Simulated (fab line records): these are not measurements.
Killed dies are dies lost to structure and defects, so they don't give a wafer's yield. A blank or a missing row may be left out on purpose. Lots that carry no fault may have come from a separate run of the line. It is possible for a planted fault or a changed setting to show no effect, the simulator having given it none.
fab line records	flow n5-finfet
record lots=4	wafers=12	last-day=16
route steps=1938 shown BEOL_M5@1129
lots with no fault: from the same line, run without faults
start-h: hours from the record's opening day to when the first of the lot's shown wafers began	wait-h: hours elapsed since this lot's preceding step	" the same as in the row above	L1.1+2: one row covering several wafers at once	- value missing, or start not given	* or withheld: withheld	< > ~ a bound
route shown NAME@n: names a module that has steps shown in the file, with the first one's number in the route	usual: mean/standard deviation of fault-free wafers	same: alike in all rows	chamber/n: place in a boat	sites: the reading at each site	_std_site: standard deviation across them	_edge_site: the outer-site mean with the inner-site mean subtracted	radius-mm: how far each site lies from the wafer's centre	mask NAME#n: copy n	behind: the last tool/chamber to shape the wafer	hold: what put the lot on hold/how long, in hours/how the hold closed	device: whichever transistor did not switch (one of n, p or np)	end of line: tests run on the same wafers once the route is complete	for a step that has no rows: nothing shown but its recipe	killed: dies that structure and defects cost at the first sort, which is not the same as the wafer's yield	map: per-die view of a wafer (x killed, . not killed, _ where there is no die)
set.NAME: setting as actually run; set.NAME@STEP: the setting as run at that earlier step	model.NAME: the simulator's own value behind a step, which no gauge read
lots seen at some steps along the route; tables by step, rows by wafer
services: when a tool's chamber went out of use (start-h, in hours from the record's first day, below 0 if earlier), for how many hours, and the reason
## steps
# step N5_BEOL_M5_DESCUM_16
# recipe chemistry=O2	time-s=7	source-power-w=50	bias-power-w=20	pressure-mtorr=20	rf-frequency-hz=2.712e+07	temp-c=40	resist=CAR-EUV	o2-flow-sccm=225
# step N5_BEOL_M5_ETCH_72
# recipe chemistry=N2/H2	target=underlayer	target-depth-a=65	mask-material=CAR-EUV	time-s=5.2	ion-energy-ev=200	pressure-mtorr=30	source-w=840	bias-w=150	n2-flow-sccm=200	h2-flow-sccm=200	ends=cleared
# step N5_BEOL_M5_ETCH_61
# recipe chemistry=CF4	target=SiARC	target-depth-a=156	mask-material=CAR-EUV	time-s=26	ion-energy-ev=80	pressure-mtorr=40	source-w=545	bias-w=36	Ar_flow_sccm=100	cf4-flow-sccm=100	ends=cleared
# step N5_BEOL_M5_ETCH_62
# recipe chemistry=N2/H2	target=SOC	target-depth-a=750	overetch-a=150	mask-material=SiARC	temp-c=40	time-s=112.5	ion-energy-ev=200	pressure-mtorr=30	source-w=840	bias-w=150	n2-flow-sccm=200	h2-flow-sccm=200
# step N5_BEOL_M5_STRIP_63
# recipe chemistry=N2/H2	temp-c=40	n2-flow-sccm=200	h2-flow-sccm=200	rf-frequency-hz=6e+07
# step N5_BEOL_M5_STRIP_73
# recipe chemistry=N2/H2	temp-c=40	n2-flow-sccm=200	h2-flow-sccm=200	rf-frequency-hz=6e+07
# step N5_BEOL_M5_STRIP_64
# recipe chemistry=CF4	resist=SiARC	power-w=300	bias-power-w=75	pressure-mtorr=50	cf4-flow-sccm=150	rf-frequency-hz=6e+07
# step N5_BEOL_M5_HM_OPEN_17
# recipe chemistry=Cl2/BCl3	target-depth-a=200	overetch-a=60	target=TiN	mask-material=SOC	ion-energy-ev=150	pressure-mtorr=10	icp-w=1000	bias-w=126	Cl2_flow_sccm=53.25	bcl3-flow-sccm=21.75	Ar_flow_sccm=25
# step N5_BEOL_M5_STRIP_19
# recipe chemistry=O2	power-w=400	temp-c=40	pressure-mtorr=30	rf-frequency-hz=6e+07	bias-power-w=0	overash-fraction=0.2	o2-flow-sccm=225
# step N5_BEOL_M5_COAT_65
# recipe resist=SOC	temp-c=250	time-s=60	spin-rpm=1500	resist-thk-nm=60
# step N5_BEOL_M5_COAT_66
# recipe resist=SiARC	temp-c=220	time-s=60	spin-rpm=1500	resist-thk-nm=12
# step N5_BEOL_M5_COAT_74
# recipe resist=underlayer	temp-c=205	time-s=60	spin-rpm=1500	resist-thk-nm=5
# usual chill-plate-temp-C=23.01/0.11	dispense-pressure-kPa=54.3/1.6	spin-speed-rpm=1500.0/1.1
lot.wafer	tool	chamber	start-h	wait-h	chill-plate-temp-C	dispense-pressure-kPa	spin-speed-rpm
L839.4	litho-track-02	0	202.87	-	22.99	56.4	1500.0
L839.5	"	0	"	"	22.98	56.3	1500.6
L839.6	"	0	"	"	23.05	56.4	1498.8
L849.2	litho-track-05	0	267.97	-	22.96	53.5	1499.6
L849.3	"	0	"	"	23.12	53.4	1498.4
L849.6	"	0	"	"	23.05	53.4	1501.0
L850.1	litho-track-02	0	270.04	-	22.97	56.4	1433.4
L850.3	"	0	"	"	23.02	56.4	1434.0
L850.5	"	0	"	"	22.92	56.3	1434.8
L852.2	litho-track-02	0	278.12	-	22.99	56.4	1435.2
L852.4	"	0	"	"	22.92	56.4	1436.8
L852.5	"	0	"	"	23.09	56.4	1435.3
# step N5_BEOL_M5_COAT_22
# recipe resist=CAR-EUV	spin-rpm=1500	resist-thk-nm=30
# step N5_BEOL_M5_EBR_24
# recipe solvent=PGMEA	ebr-width-mm=1.5
# step N5_BEOL_M5_SOFTBAKE_23
# recipe temp-c=110	time-s=60	resist=CAR-EUV
# step N5_BEOL_M5_EXPOSE_25
# recipe mask-id=V4	na=0.33	source-shape=quasar	sigma-inner=0.2	sigma-outer=0.6	polarization=unpolarized	defocus-nm=10	dose-mj=52.75
# step N5_BEOL_M5_PEB_26
# recipe peb-temp-c=100	peb-time-s=60	resist=CAR-EUV
# step N5_BEOL_M5_DEVELOP_27
# recipe develop-time-s=30	developer=TMAH	resist=CAR-EUV	rinse-liquid=surfactant-rinse	dry=air-spin	dev-temp-c=23
# step N5_BEOL_M5_DESCUM_33
# recipe chemistry=O2	time-s=7	source-power-w=50	bias-power-w=20	pressure-mtorr=20	rf-frequency-hz=2.712e+07	temp-c=40	resist=CAR-EUV	o2-flow-sccm=225
# step N5_BEOL_M5_ETCH_75
# recipe chemistry=N2/H2	target=underlayer	target-depth-a=65	mask-material=CAR-EUV	time-s=5.2	ion-energy-ev=200	pressure-mtorr=30	source-w=840	bias-w=150	n2-flow-sccm=200	h2-flow-sccm=200	ends=cleared
# usual bias-w=149.9/0.53	drypump-motor-current-A=5.9/0.37	etch-rf-on-time-s=5.16/0.23	oes-product-au=0.67/0.07	rf-vpp-V=522.7/2.9	showerhead-plenum-p-Torr=2.50/0.11	throttle-valve-pct=17.8/0.32
lot.wafer	tool	chamber	start-h	wait-h	bias-w	drypump-motor-current-A	etch-rf-on-time-s	oes-product-au	rf-hours-counter-h	rf-vpp-V	showerhead-plenum-p-Torr	throttle-valve-pct	model.etch.depth-nm
L839.4	rie-diel-05	1	203.48	0.0	150.4	5.5	4.95	0.62	212	518.3	2.41	18.4	5.001
L839.5	"	3	"	"	149.8	5.9	5.50	0.62	-	524.9	2.65	18.2	4.993
L839.6	"	0	"	"	150.7	5.5	4.85	0.77	-	522.4	2.47	17.4	5.006
L849.2	rie-diel-06	3	270.37	0.0	149.7	6.5	5.00	0.76	39	520.2	2.49	17.4	5.008
L849.3	"	1	"	"	150.7	5.8	5.26	0.59	244	520.8	2.40	18.2	5.025
L849.6	"	3	"	"	150.0	6.4	5.03	0.77	-	523.4	2.49	17.4	5.032
L850.1	rie-diel-06	1	271.80	0.0	150.3	5.8	5.33	0.60	245	517.2	2.40	18.2	5.099
L850.3	"	2	"	"	149.4	5.6	5.42	0.62	175	526.2	2.66	17.9	5.109
L850.5	"	0	"	"	149.4	6.3	5.60	0.70	-	524.6	2.57	17.9	5.088
L852.2	rie-diel-06	3	278.54	0.0	150.2	6.5	5.10	0.76	42	523.2	2.49	17.4	5.105
L852.4	"	2	"	"	150.3	5.6	5.45	0.60	178	524.5	2.65	17.9	5.093
L852.5	"	3	"	"	149.6	6.5	5.10	0.77	-	521.0	2.49	17.4	5.108
# step N5_BEOL_M5_ETCH_67
# recipe chemistry=CF4	target=SiARC	target-depth-a=156	mask-material=CAR-EUV	time-s=26	ion-energy-ev=80	pressure-mtorr=40	source-w=545	bias-w=36	Ar_flow_sccm=100	cf4-flow-sccm=100	ends=cleared
## services
tool	chamber	start-h	hours	kind
rie-diel-05	0	261.54	19.9	repair
rie-diel-06	2	264.89	6.7	repair
## key
first-sign step=N5_BEOL_M5_COAT_74	reading=spin-speed-rpm	direction=down	sigmas=62	usual=*	struck=*
effect none on later readings
model-effect step=N5_BEOL_M5_ETCH_75	value=etch.depth-nm	without=4.988	struck=5.1
met-at N5_BEOL_M5_COAT_74
struck-wafers L850.1,L850.3,L850.5,L852.2,L852.4,L852.5
onset-between 202.87 270.04
fault kind=process-parameter-drift	tool=litho-track-02	chamber=-	onset-h=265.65	steps=N5_BEOL_M5_COAT_74	channel=spin-rpm	offset=*	shape=step	end-h=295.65	acts-in=*	stated=*
